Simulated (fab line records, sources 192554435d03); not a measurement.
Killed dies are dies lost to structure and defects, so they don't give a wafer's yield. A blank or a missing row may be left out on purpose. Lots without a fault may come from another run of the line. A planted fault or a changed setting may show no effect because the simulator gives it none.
Which tool did it? | flow n5_finfet | 24 lots, 72 wafers sampled, at 6 steps of a route of 1938

WHAT THE GAUGES READ, wafer by wafer
N5_BEOL_M7_CD_MEAS_35: target cd 40 nm.
lot  | measured     | on        | cd_nm (nm)
L074 | day 9 02:21  | cd_sem-01 | 39.4 39.8 39.0
L075 | day 9 06:39  | cd_sem-02 | 39.4 40.9 39.6
L077 | day 9 12:23  | cd_sem-03 | 38.8 40.3 39.9
L076 | day 9 12:38  | cd_sem-02 | 40.1 40.3 39.6
L078 | day 9 23:14  | cd_sem-03 | 39.5 39.9 40.4
L079 | day 10 05:05 | cd_sem-02 | 39.7 39.0 40.0
L080 | day 10 11:50 | cd_sem-03 | 39.6 40.2 40.0
L082 | day 10 19:06 | cd_sem-02 | 40.7 40.3 39.8
L081 | day 10 19:19 | cd_sem-01 | 39.3 40.0 39.8
L083 | day 11 02:31 | cd_sem-03 | 40.4 39.8 40.2
L085 | day 11 02:55 | cd_sem-02 | 39.5 39.3 40.2
L084 | day 11 04:41 | cd_sem-03 | 39.0 39.5 38.7
L086 | day 12 10:26 | cd_sem-03 | 39.0 39.6 39.4
L089 | day 12 15:31 | cd_sem-03 | 40.3 39.6 39.7
L087 | day 12 15:34 | cd_sem-01 | 39.6 39.6 39.8
L088 | day 13 03:15 | cd_sem-03 | 40.1 40.3 39.8
L091 | day 13 07:09 | cd_sem-02 | 39.8 39.7 39.5
L090 | day 14 00:25 | cd_sem-02 | 40.3 40.9 40.6
L092 | day 14 12:25 | cd_sem-02 | 40.0 40.1 40.6
L093 | day 15 05:23 | cd_sem-03 | 39.3 40.1 39.4
L096 | day 15 06:13 | cd_sem-01 | 39.5 39.0 38.4
L094 | day 15 08:49 | cd_sem-03 | 40.3 40.9 39.5
L097 | day 16 03:28 | cd_sem-03 | 39.3 40.6 39.8
L095 | day 16 19:41 | cd_sem-01 | 39.9 39.6 40.5

N5_BEOL_M7_THK_MEAS_53: measures by xrf.
lot  | measured     | on            | M7_THK (nm)
L074 | day 9 05:05  | film_metro-02 | 78.5 81.1 84.6
L075 | day 9 09:53  | film_metro-02 | 79.2 82.2 79.1
L077 | day 9 14:38  | film_metro-02 | 81.6 78.9 79.2
L076 | day 9 14:54  | film_metro-02 | 77.9 82.9 79.8
L078 | day 10 01:37 | film_metro-02 | 75.3 78.9 79.2
L079 | day 10 06:58 | film_metro-01 | 80.9 81.6 79.5
L080 | day 10 16:05 | film_metro-02 | 82.8 77.8 77.4
L082 | day 10 20:56 | film_metro-01 | 80.8 78.1 80.3
L081 | day 10 21:51 | film_metro-01 | 81.7 80.5 83.4
L083 | day 11 04:47 | film_metro-01 | 78.9 82.2 79.5
L085 | day 11 05:51 | film_metro-02 | 77.4 78.8 80.4
L084 | day 11 06:36 | film_metro-01 | 83.1 82.9 81.8
L086 | day 12 15:04 | film_metro-01 | 82.2 82.3 78.3
L089 | day 12 18:34 | film_metro-02 | 78.8 76.1 78.8
L087 | day 12 18:50 | film_metro-01 | 81.7 80.3 80.7
L088 | day 13 06:54 | film_metro-02 | 77.5 79.2 80.3
L091 | day 13 08:55 | film_metro-01 | 76.2 78.0 79.8
L090 | day 14 02:30 | film_metro-02 | 77.4 81.4 81.0
L092 | day 14 14:11 | film_metro-01 | 82.1 79.9 80.7
L093 | day 15 08:40 | film_metro-02 | 79.7 78.0 80.7
L096 | day 15 10:00 | film_metro-02 | 80.1 83.1 79.7
L094 | day 15 11:02 | film_metro-02 | 78.6 79.8 83.0
L097 | day 16 07:06 | film_metro-02 | 80.6 77.8 78.1
L095 | day 17 00:40 | film_metro-02 | 78.5 76.5 77.4

N5_BEOL_M7_RS_MEAS_57: measures by four-point-probe.
lot  | measured     | on            | M7_RS (ohm/sq)
L074 | day 9 05:13  | film_metro-01 | 0.293 0.284 0.271
L075 | day 9 10:01  | film_metro-01 | 0.291 0.276 0.289
L077 | day 9 14:46  | film_metro-02 | 0.278 0.288 0.288
L076 | day 9 15:02  | film_metro-02 | 0.293 0.273 0.289
L078 | day 10 01:47 | film_metro-02 | 0.307 0.291 0.289
L079 | day 10 07:06 | film_metro-01 | 0.283 0.282 0.290
L080 | day 10 16:13 | film_metro-01 | 0.274 0.295 0.295
L082 | day 10 21:06 | film_metro-02 | 0.281 0.294 0.283
L081 | day 10 22:01 | film_metro-01 | 0.284 0.287 0.275
L083 | day 11 04:55 | film_metro-01 | 0.291 0.276 0.287
L085 | day 11 05:59 | film_metro-02 | 0.296 0.290 0.285
L084 | day 11 06:44 | film_metro-01 | 0.276 0.277 0.283
L086 | day 12 15:12 | film_metro-02 | 0.278 0.279 0.295
L089 | day 12 18:44 | film_metro-02 | 0.293 0.303 0.292
L087 | day 12 18:58 | film_metro-02 | 0.283 0.291 0.287
L088 | day 13 07:02 | film_metro-01 | 0.297 0.289 0.284
L091 | day 13 09:03 | film_metro-01 | 0.303 0.297 0.287
L090 | day 14 02:38 | film_metro-02 | 0.298 0.279 0.281
L092 | day 14 14:19 | film_metro-01 | 0.281 0.291 0.288
L093 | day 15 08:48 | film_metro-01 | 0.289 0.295 0.283
L096 | day 15 10:08 | film_metro-01 | 0.286 0.273 0.286
L094 | day 15 11:10 | film_metro-01 | 0.293 0.289 0.277
L097 | day 16 07:14 | film_metro-02 | 0.278 0.292 0.290
L095 | day 17 00:48 | film_metro-01 | 0.292 0.300 0.295

N5_BEOL_M8_INSPECT_13: inspects for defects (brightfield).
lot  | measured     | on                | raw_defect_count
L074 | day 9 06:33  | defect_inspect-01 | 398 409 321
L075 | day 9 13:10  | defect_inspect-02 | 363 463 374
L077 | day 9 17:47  | defect_inspect-02 | 381 310 378
L076 | day 9 18:04  | defect_inspect-01 | 453 416 395
L078 | day 10 05:44 | defect_inspect-02 | 561 396 445
L079 | day 10 09:41 | defect_inspect-01 | 363 472 459
L080 | day 10 19:22 | defect_inspect-02 | 489 418 453
L082 | day 10 23:08 | defect_inspect-01 | 373 329 347
L081 | day 11 00:11 | defect_inspect-02 | 497 453 424
L083 | day 11 06:13 | defect_inspect-01 | 438 417 291
L085 | day 11 09:19 | defect_inspect-01 | 387 193 462
L084 | day 11 09:38 | defect_inspect-01 | 257 373 387
L086 | day 12 16:39 | defect_inspect-02 | 346 432 350
L089 | day 12 21:23 | defect_inspect-02 | 409 372 393
L087 | day 12 21:33 | defect_inspect-01 | 293 367 328
L088 | day 13 08:19 | defect_inspect-02 | 250 288 450
L091 | day 13 10:22 | defect_inspect-01 | 442 380 355
L090 | day 14 04:31 | defect_inspect-02 | 177 238 223
L092 | day 14 18:28 | defect_inspect-01 | 329 339 394
L093 | day 15 10:35 | defect_inspect-02 | 534 579 602
L096 | day 15 13:37 | defect_inspect-02 | 462 450 444
L094 | day 15 13:49 | defect_inspect-02 | 391 421 395
L097 | day 16 11:57 | defect_inspect-02 | 512 319 395
L095 | day 17 04:53 | defect_inspect-01 | 329 434 407

WHICH TOOL RAN EACH LOT (tool, then ch and the chambers of the sampled wafers, then the start)
lot  | N5_BEOL_M7_ETCH_65                 | N5_BEOL_M8_ILD_DEP_00
L074 | rie_diel-04 ch 0,1,3, day 9 01:49  | pecvd-01 ch 0,1,2, day 9 05:17
L075 | rie_diel-04 ch 0,1,3, day 9 06:07  | pecvd-04 ch 0,1, day 9 10:05
L077 | rie_diel-06 ch 0,2,3, day 9 11:51  | pecvd-04 ch 0,2, day 9 14:49
L076 | rie_diel-04 ch 0,1, day 9 12:06    | pecvd-01 ch 0,1, day 9 15:05
L078 | rie_diel-02 ch 0,1,2, day 9 22:43  | pecvd-04 ch 0,1,2, day 10 01:50
L079 | rie_diel-02 ch 1,2,3, day 10 04:33 | pecvd-01 ch 0,1, day 10 07:10
L080 | rie_diel-02 ch 0,2,3, day 10 11:19 | pecvd-01 ch 0,2, day 10 16:17
L082 | rie_diel-02 ch 1,3, day 10 18:34   | pecvd-04 ch 1,2, day 10 21:10
L081 | rie_diel-04 ch 2,3, day 10 18:47   | pecvd-04 ch 1,2, day 10 22:05
L083 | rie_diel-02 ch 0,2,3, day 11 01:59 | pecvd-02 ch 0,1,2, day 11 04:59
L085 | rie_diel-06 ch 0,1,2, day 11 02:23 | pecvd-01 ch 1,2, day 11 06:03
L084 | rie_diel-04 ch 0,3, day 11 04:09   | pecvd-02 ch 0,1,2, day 11 06:49
L086 | rie_diel-04 ch 0,1,2, day 12 09:55 | pecvd-02 ch 0,1,2, day 12 15:16
L089 | rie_diel-02 ch 0,1,3, day 12 14:59 | pecvd-01 ch 0,1,2, day 12 18:47
L087 | rie_diel-04 ch 0,1,2, day 12 15:02 | pecvd-04 ch 0,2, day 12 19:03
L088 | rie_diel-06 ch 0,1,2, day 13 02:43 | pecvd-04 ch 0,1,2, day 13 07:05
L091 | rie_diel-02 ch 0,1,2, day 13 06:37 | pecvd-04 ch 1,2, day 13 09:07
L090 | rie_diel-06 ch 2,3, day 13 23:52   | pecvd-01 ch 0,1, day 14 02:42
L092 | rie_diel-04 ch 2,3, day 14 11:53   | pecvd-01 ch 1,2, day 14 14:23
L093 | rie_diel-02 ch 0,2,3, day 15 04:52 | pecvd-01 ch 0,1,2, day 15 08:52
L096 | rie_diel-04 ch 2,3, day 15 05:40   | pecvd-02 ch 1,2, day 15 10:11
L094 | rie_diel-04 ch 0,1, day 15 08:17   | pecvd-01 ch 0,2, day 15 11:14
L097 | rie_diel-02 ch 0,2,3, day 16 02:55 | pecvd-02 ch 0,1,2, day 16 07:17
L095 | rie_diel-04 ch 1,3, day 16 19:10   | pecvd-04 ch 2, day 17 00:52
- N5_BEOL_M7_ETCH_65: etches SiARC in CF4, target depth 15.6 nm, time 26 s.
- N5_BEOL_M8_ILD_DEP_00: deposits SiCOH lowk from DEMS/porogen, target thk 179.75 nm, time 33.4 s.

WHAT THE TOOLS THEMSELVES READ (means of the sampled wafers that have a number; where no wafer has one, the mark that the record gives instead)
N5_BEOL_M7_ETCH_65.
lot  | tool        | drypump_motor_current_A (A) | etch_rf_on_time_s (s) | oes_product_au (a.u.) | rf_vpp_V (V) | showerhead_plenum_p_Torr (Torr) | throttle_valve_pct (%)
L074 | rie_diel-04 | 5.5                         | 25.4                  | 0.69                  | 185.3        | 2.19                            | 15.54
L075 | rie_diel-04 | 5.5                         | 25.8                  | 0.68                  | 184.2        | 2.19                            | 15.55
L077 | rie_diel-06 | 5.7                         | 25.9                  | 0.68                  | 183.4        | 2.12                            | 15.55
L076 | rie_diel-04 | 5.8                         | 25.7                  | 0.65                  | 184.3        | 2.21                            | 15.59
L078 | rie_diel-02 | 5.8                         | 26.6                  | 0.67                  | 183.5        | 2.15                            | 15.66
L079 | rie_diel-02 | 5.7                         | 26.2                  | 0.70                  | 184.3        | 2.18                            | 15.53
L080 | rie_diel-02 | 5.5                         | 26.7                  | 0.66                  | 184.4        | 2.17                            | 15.63
L082 | rie_diel-02 | 5.5                         | 26.4                  | 0.64                  | 184.3        | 2.16                            | 15.56
L081 | rie_diel-04 | 5.2                         | 26.2                  | 0.70                  | 184.2        | 2.14                            | 15.59
L083 | rie_diel-02 | 5.6                         | 26.7                  | 0.66                  | 184.7        | 2.17                            | 15.63
L085 | rie_diel-06 | 5.4                         | 25.9                  | 0.62                  | 183.5        | 2.16                            | 15.78
L084 | rie_diel-04 | 5.2                         | 25.8                  | 0.69                  | 183.6        | 2.16                            | 15.54
L086 | rie_diel-04 | 5.4                         | 26.0                  | 0.66                  | 184.7        | 2.15                            | 15.68
L089 | rie_diel-02 | 5.3                         | 26.6                  | 0.62                  | 184.0        | 2.15                            | 15.67
L087 | rie_diel-04 | 5.4                         | 26.0                  | 0.66                  | 184.2        | 2.15                            | 15.69
L088 | rie_diel-06 | 5.4                         | 25.9                  | 0.67                  | 184.3        | 2.15                            | 15.63
L091 | rie_diel-02 | 5.8                         | 26.6                  | 0.65                  | 183.8        | 2.15                            | 15.71
L090 | rie_diel-06 | 6.1                         | 25.7                  | 0.70                  | 184.2        | 2.10                            | 15.57
L092 | rie_diel-04 | 5.2                         | 26.3                  | 0.68                  | 183.5        | 2.13                            | 15.64
L093 | rie_diel-02 | 5.6                         | 27.1                  | 0.63                  | 185.1        | 2.16                            | 15.68
L096 | rie_diel-04 | 5.2                         | 26.1                  | 0.67                  | 183.3        | 2.13                            | 15.66
L094 | rie_diel-04 | 5.8                         | 25.8                  | 0.63                  | 185.0        | 2.19                            | 15.67
L097 | rie_diel-02 | 5.5                         | 26.4                  | 0.72                  | 184.6        | 2.16                            | 15.53
L095 | rie_diel-04 | 5.9                         | 26.1                  | 0.63                  | 184.3        | 2.19                            | 15.66

N5_BEOL_M8_ILD_DEP_00.
lot  | tool     | heater_power_w (W) | showerhead_plenum_p_Torr (Torr) | throttle_valve_pct (%)
L074 | pecvd-01 | 337                | 5.744                           | 13.3
L075 | pecvd-04 | 334                | 5.727                           | 15.3
L077 | pecvd-04 | 326                | 5.737                           | 14.4
L076 | pecvd-01 | 337                | 5.746                           | 13.6
L078 | pecvd-04 | 329                | 5.737                           | 14.6
L079 | pecvd-01 | 359                | 5.744                           | 13.8
L080 | pecvd-01 | 316                | 5.744                           | 13.2
L082 | pecvd-04 | 294                | 5.746                           | 14.1
L081 | pecvd-04 | 279                | 5.734                           | 14.5
L083 | pecvd-02 | 338                | 5.729                           | 13.4
L085 | pecvd-01 | 302                | 5.767                           | 13.2
L084 | pecvd-02 | 334                | 5.745                           | 13.4
L086 | pecvd-02 | 345                | 5.745                           | 13.4
L089 | pecvd-01 | 345                | 5.750                           | 13.4
L087 | pecvd-04 | 381                | 5.729                           | 14.9
L088 | pecvd-04 | 320                | 5.731                           | 14.5
L091 | pecvd-04 | 282                | 5.738                           | 14.1
L090 | pecvd-01 | 294                | 5.754                           | 13.5
L092 | pecvd-01 | 330                | 5.750                           | 13.2
L093 | pecvd-01 | 320                | 5.746                           | 13.4
L096 | pecvd-02 | 336                | 5.741                           | 13.2
L094 | pecvd-01 | 366                | 5.731                           | 13.9
L097 | pecvd-02 | 337                | 5.749                           | 13.7
L095 | pecvd-04 | 293                | 5.751                           | 14.1

THE ANSWER, worked out from the rows above alone
Rule: what is usual is taken from the lots themselves. Put in order of their means at a reading, lots are off if they are a third of the lots or fewer, leave a main group of 4 or more, and stand apart from it by a gap of 3 or more times the standard deviation of the main group's means; of several such gaps the widest counts. A main group whose means are all the same, to the digits that the tables above print for the reading, isn't used. A lot without any number at a reading at which 4 lots or more have one is off too. The other lots that the step has rows for count as sound. The gauges are gone through in route order, then the tools' own readings, and for those a lot's mean is taken as printed above. The first step at which some lot is off is used, and at that step the reading that is off furthest; a lot without a number counts as furthest.
No lot is off at any reading shown: from this, nothing can be told.

WHAT THE SIMULATOR HAD PUT IN
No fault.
